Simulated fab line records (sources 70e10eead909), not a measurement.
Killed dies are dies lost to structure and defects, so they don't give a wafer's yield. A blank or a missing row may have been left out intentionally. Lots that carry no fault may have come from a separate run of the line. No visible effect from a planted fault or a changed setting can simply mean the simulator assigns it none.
A lot that was struck, set against a sound lot | flow nand harc | 15 out of 1302 route steps
Sound: the wafers L552.1, L552.2, L552.4. Wafers struck: L570.2, L570.4, L570.6. Last of all comes the cause.
For every step that has rows: the tool of each side, followed by ch and its chambers, followed by its first start. Under that, the readings that differ: sound wafers | struck wafers | difference of the means | sigmas: that difference in standard deviations of wafers without a fault.
alike: a reading whose means differ by less than 2 such deviations, as well as words and numbers matching on both sides. not compared: withheld readings; readings where some wafer has no value; bounds like >300 that might hide an equal value; numbers whose values overlap and for which the record gives no deviation.
A row with sigmas, a row that says differs or no value, or rows on one side alone: a step with any of these is where the two part. Non-overlapping numbers with no deviation appear without sigmas and do not part them. A reading that every wafer of one side lacks parts them only if that side has two wafers or more.

NHARC_P_BONDPAD_CD_MEAS_09: the cd target is 500 nm.
  sound on cd sem-01 ch 0, day 7 10:38; struck on cd sem-03 ch 0, day 15 05:03
  alike: cd nm
NHARC_P_BONDPAD_OVL_MEAS_38:
  struck on overlay-01, day 15 05:08; sound on overlay-02, day 7 10:43
  reading           | sound | struck      | difference | sigmas
  overlay y nm (nm) | 6 6 6 | -12 -11 -12 | -18        | -3
  alike: overlay x nm
then, 2 steps without rows for these wafers: NHARC_P_BONDPAD_HARDBAKE_10 (time 65 s); NHARC_P_BONDPAD_DESCUM_11 (chemistry O2, time 3 s).
NHARC_P_BONDPAD_ETCH_37: etches the open film in N2/H2, target depth 60 nm, overetch 18 nm, time 65.91 s.
  sound on rie diel-08 ch 2,3, day 7 10:57; struck on rie diel-10 ch 1,2,3, day 15 05:22
  reading                         | sound          | struck         | difference | sigmas
  showerhead plenum p Torr (Torr) | 1.93 1.91 1.93 | 2.01 2.15 2.09 | +0.16      | +2
  alike: drypump motor current A, oes product au, rf vpp V, throttle valve pct
  not compared: rf hours counter h
NHARC_P_BONDPAD_ETCH_12: etches the open film in CHF3/O2, target depth 200 nm, time 100 s.
  sound: rie diel-08 ch 1,3; struck: rie diel-10 ch 0,1,3
  alike: drypump motor current A, oes product au, rf vpp V, showerhead plenum p Torr, throttle valve pct
  not compared: rf hours counter h
NHARC_P_BONDPAD_CD_MEAS_13:
  struck on cd sem-02, day 15 05:35; sound on cd sem-02, day 7 11:13
  alike: cd nm
NHARC_P_BONDPAD_STRIP_15: strips in O2.
  sound on rie diel-10 ch 0,1,2, day 7 11:18; struck on rie diel-08 ch 1,2, day 15 05:40
  alike: drypump motor current A, oes product au, rf vpp V, showerhead plenum p Torr, throttle valve pct
  not compared: rf hours counter h
NHARC_P_BONDPAD_ETCH_24: etches the open film in CF4/N2, target depth 30 nm, time 72.99 s.
  sound: rie diel-10 ch 0,2,3; struck: rie diel-08 ch 0,1,3
  reading                | sound                | struck               | difference | sigmas
  throttle valve pct (%) | 19.777 19.778 19.788 | 19.795 19.816 19.797 | +0.022     | +2
  alike: drypump motor current A, oes product au, rf vpp V, showerhead plenum p Torr
  not compared: rf hours counter h
then, 1 step without rows for these wafers: NHARC_P_BONDPAD_STRIP_16 (strips in post etch residue remover, time 600 s).
NHARC_P_BONDPAD_DEGAS_25: time 60 s.
  struck on pvd sputter-01, day 15 06:13; sound on pvd sputter-03, day 7 11:50
  alike: heater power w
then, 1 step without rows for these wafers: NHARC_P_BONDPAD_PRE_CLEAN_26 (time 30 s).
NHARC_P_BONDPAD_PVD_17: deposits TaN, target thk 5 nm, time 8.06 s.
  struck on pvd sputter-01, day 15 06:20; sound on pvd sputter-03, day 7 11:57
  reading    | sound          | struck               | difference | sigmas
  time s (s) | 8.06 8.06 8.06 | 9.8407 9.8407 9.8407 | +1.7807    |
  alike: throttle valve pct
then, 1 step without rows for these wafers: NHARC_P_BONDPAD_PVD_27 (deposits Cu, target thk 30 nm, time 20.49 s).
-- the record jumps here: 18 days lie between the struck wafers' starts before and after (it left off in module P_BONDPAD and takes up again in module END, whose first step shown is number 1302 of the route) --
NHARC_END_SORT_01:
  sound on prober-01 ch 0, day 25 12:40; struck on prober-01 ch 0, day 32 18:41
  alike: defect limited yield, killed at array, killed at other, killed at periphery, killed dies, killed open, killed short

WHERE THEY PART
Last at NHARC_P_BONDPAD_ETCH_24 as far as this record goes, first at NHARC_P_BONDPAD_OVL_MEAS_38. Later steps at which nothing parts them and some readings are alike: NHARC_P_BONDPAD_DEGAS_25, NHARC_P_BONDPAD_PVD_17, NHARC_END_SORT_01.

WHY: whatever the simulator had introduced
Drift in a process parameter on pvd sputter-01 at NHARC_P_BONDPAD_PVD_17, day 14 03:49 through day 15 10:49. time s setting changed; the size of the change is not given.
